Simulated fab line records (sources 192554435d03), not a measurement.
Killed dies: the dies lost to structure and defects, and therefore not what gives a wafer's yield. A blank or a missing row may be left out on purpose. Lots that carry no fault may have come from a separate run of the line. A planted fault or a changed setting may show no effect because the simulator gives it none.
Chamber matching || flow n5-finfet || N5_SDB_DESCUM_16 on rie-diel-04: 4 sister chambers
The step chemistry O2, time 7.9 s. 20 wafers are shown with their chamber, then 10 later ones without.

## WAFERS PAIRED WITH THEIR CHAMBERS
{"wafer": "L078.3", "chamber": 1, "throttle-valve-pct (%)": 20.48, "drypump-motor-current-A (A)": 5.5, "showerhead-plenum-p-Torr (Torr)": 2.11}
{"wafer": "L078.4", "chamber": 0, "throttle-valve-pct (%)": 20.31, "drypump-motor-current-A (A)": 5.3, "showerhead-plenum-p-Torr (Torr)": 2.08}
{"wafer": "L078.5", "chamber": 2, "throttle-valve-pct (%)": 19.99, "drypump-motor-current-A (A)": 6.0, "showerhead-plenum-p-Torr (Torr)": 2.11}
{"wafer": "L081.1", "chamber": 0, "throttle-valve-pct (%)": 20.34, "drypump-motor-current-A (A)": 5.3, "showerhead-plenum-p-Torr (Torr)": 2.07}
{"wafer": "L081.3", "chamber": 3, "throttle-valve-pct (%)": 20.83, "drypump-motor-current-A (A)": 5.6, "showerhead-plenum-p-Torr (Torr)": 2.16}
{"wafer": "L081.4", "chamber": 2, "throttle-valve-pct (%)": 20.01, "drypump-motor-current-A (A)": 6.0, "showerhead-plenum-p-Torr (Torr)": 2.11}
{"wafer": "L083.1", "chamber": 0, "throttle-valve-pct (%)": 20.36, "drypump-motor-current-A (A)": 5.3, "showerhead-plenum-p-Torr (Torr)": 2.07}
{"wafer": "L083.4", "chamber": 1, "throttle-valve-pct (%)": 20.50, "drypump-motor-current-A (A)": 5.6, "showerhead-plenum-p-Torr (Torr)": 2.11}
{"wafer": "L083.5", "chamber": 0, "throttle-valve-pct (%)": 20.34, "drypump-motor-current-A (A)": 5.3, "showerhead-plenum-p-Torr (Torr)": 2.07}
{"wafer": "L085.2", "chamber": 3, "throttle-valve-pct (%)": 20.82, "drypump-motor-current-A (A)": 5.6, "showerhead-plenum-p-Torr (Torr)": 2.16}
{"wafer": "L085.3", "chamber": 1, "throttle-valve-pct (%)": 20.49, "drypump-motor-current-A (A)": 5.5, "showerhead-plenum-p-Torr (Torr)": 2.11}
{"wafer": "L085.4", "chamber": 0, "throttle-valve-pct (%)": 20.34, "drypump-motor-current-A (A)": 5.3, "showerhead-plenum-p-Torr (Torr)": 2.07}
{"wafer": "L086.1", "chamber": 2, "throttle-valve-pct (%)": 20.00, "drypump-motor-current-A (A)": 6.0, "showerhead-plenum-p-Torr (Torr)": 2.10}
{"wafer": "L086.3", "chamber": 3, "throttle-valve-pct (%)": 20.83, "drypump-motor-current-A (A)": 5.6, "showerhead-plenum-p-Torr (Torr)": 2.16}
{"wafer": "L086.5", "chamber": 2, "throttle-valve-pct (%)": 20.02, "drypump-motor-current-A (A)": 6.0, "showerhead-plenum-p-Torr (Torr)": 2.10}
{"wafer": "L090.2", "chamber": 0, "throttle-valve-pct (%)": 20.37, "drypump-motor-current-A (A)": 5.3, "showerhead-plenum-p-Torr (Torr)": 2.07}
{"wafer": "L090.3", "chamber": 1, "throttle-valve-pct (%)": 20.49, "drypump-motor-current-A (A)": 5.5, "showerhead-plenum-p-Torr (Torr)": 2.10}
{"wafer": "L090.5", "chamber": 0, "throttle-valve-pct (%)": 20.37, "drypump-motor-current-A (A)": 5.3, "showerhead-plenum-p-Torr (Torr)": 2.07}
{"wafer": "L092.2", "chamber": 2, "throttle-valve-pct (%)": 20.04, "drypump-motor-current-A (A)": 5.9, "showerhead-plenum-p-Torr (Torr)": 2.10}
{"wafer": "L092.4", "chamber": 1, "throttle-valve-pct (%)": 20.51, "drypump-motor-current-A (A)": 5.5, "showerhead-plenum-p-Torr (Torr)": 2.10}

SIGNATURES (means of the wafers above)
{"reading": "throttle-valve-pct", "chamber 0": 20.3471, "chamber 1": 20.4940, "chamber 2": 20.0120, "chamber 3": 20.8267, "scatter within a chamber": 0.0173}
{"reading": "drypump-motor-current-A", "chamber 0": 5.300, "chamber 1": 5.520, "chamber 2": 5.980, "chamber 3": 5.600, "scatter within a chamber": 0.0316}
{"reading": "showerhead-plenum-p-Torr", "chamber 0": 2.0714, "chamber 1": 2.1060, "chamber 2": 2.1040, "chamber 3": 2.1600, "scatter within a chamber": 0.00451}
Rule: a wafer lies at a distance from a chamber equal to the root of the sum of squares, over the readings, of (its reading less the chamber's mean, divided by the reading's scatter). If the next closest chamber is less than 2 further off than the closest, the wafer can't be placed; otherwise it belongs to the closest. How the scatter is found: for the shown wafers, subtract from each reading the mean of its chamber, square and add these, divide the total by (wafers less chambers), then take the root.

## WAFERS WHOSE CHAMBER IS MISSING
{"wafer": "L092.5", "throttle-valve-pct (%)": 20.35, "drypump-motor-current-A (A)": 5.3, "showerhead-plenum-p-Torr (Torr)": 2.06}
{"wafer": "L094.2", "throttle-valve-pct (%)": 20.05, "drypump-motor-current-A (A)": 6.0, "showerhead-plenum-p-Torr (Torr)": 2.10}
{"wafer": "L094.3", "throttle-valve-pct (%)": 20.38, "drypump-motor-current-A (A)": 5.3, "showerhead-plenum-p-Torr (Torr)": 2.06}
{"wafer": "L094.5", "throttle-valve-pct (%)": 20.39, "drypump-motor-current-A (A)": 5.3, "showerhead-plenum-p-Torr (Torr)": 2.06}
{"wafer": "L095.1", "throttle-valve-pct (%)": 20.05, "drypump-motor-current-A (A)": 6.0, "showerhead-plenum-p-Torr (Torr)": 2.09}
{"wafer": "L095.4", "throttle-valve-pct (%)": 20.06, "drypump-motor-current-A (A)": 6.0, "showerhead-plenum-p-Torr (Torr)": 2.10}
{"wafer": "L095.6", "throttle-valve-pct (%)": 20.37, "drypump-motor-current-A (A)": 5.3, "showerhead-plenum-p-Torr (Torr)": 2.06}
{"wafer": "L096.2", "throttle-valve-pct (%)": 20.07, "drypump-motor-current-A (A)": 6.0, "showerhead-plenum-p-Torr (Torr)": 2.09}
{"wafer": "L096.4", "throttle-valve-pct (%)": 20.53, "drypump-motor-current-A (A)": 5.6, "showerhead-plenum-p-Torr (Torr)": 2.10}
{"wafer": "L096.5", "throttle-valve-pct (%)": 20.55, "drypump-motor-current-A (A)": 5.5, "showerhead-plenum-p-Torr (Torr)": 2.10}

## EACH ONE'S CHAMBER
{"wafer": "L092.5", "from the rows above": 0, "in truth": 0}
{"wafer": "L094.2", "from the rows above": 2, "in truth": 2}
{"wafer": "L094.3", "from the rows above": 0, "in truth": 0}
{"wafer": "L094.5", "from the rows above": 0, "in truth": 0}
{"wafer": "L095.1", "from the rows above": 2, "in truth": 2}
{"wafer": "L095.4", "from the rows above": 2, "in truth": 2}
{"wafer": "L095.6", "from the rows above": 0, "in truth": 0}
{"wafer": "L096.2", "from the rows above": 2, "in truth": 2}
{"wafer": "L096.4", "from the rows above": 1, "in truth": 1}
{"wafer": "L096.5", "from the rows above": 1, "in truth": 1}
10 of 10 placed correctly. Can't be placed from these rows: 0. Wrongly placed: 0.
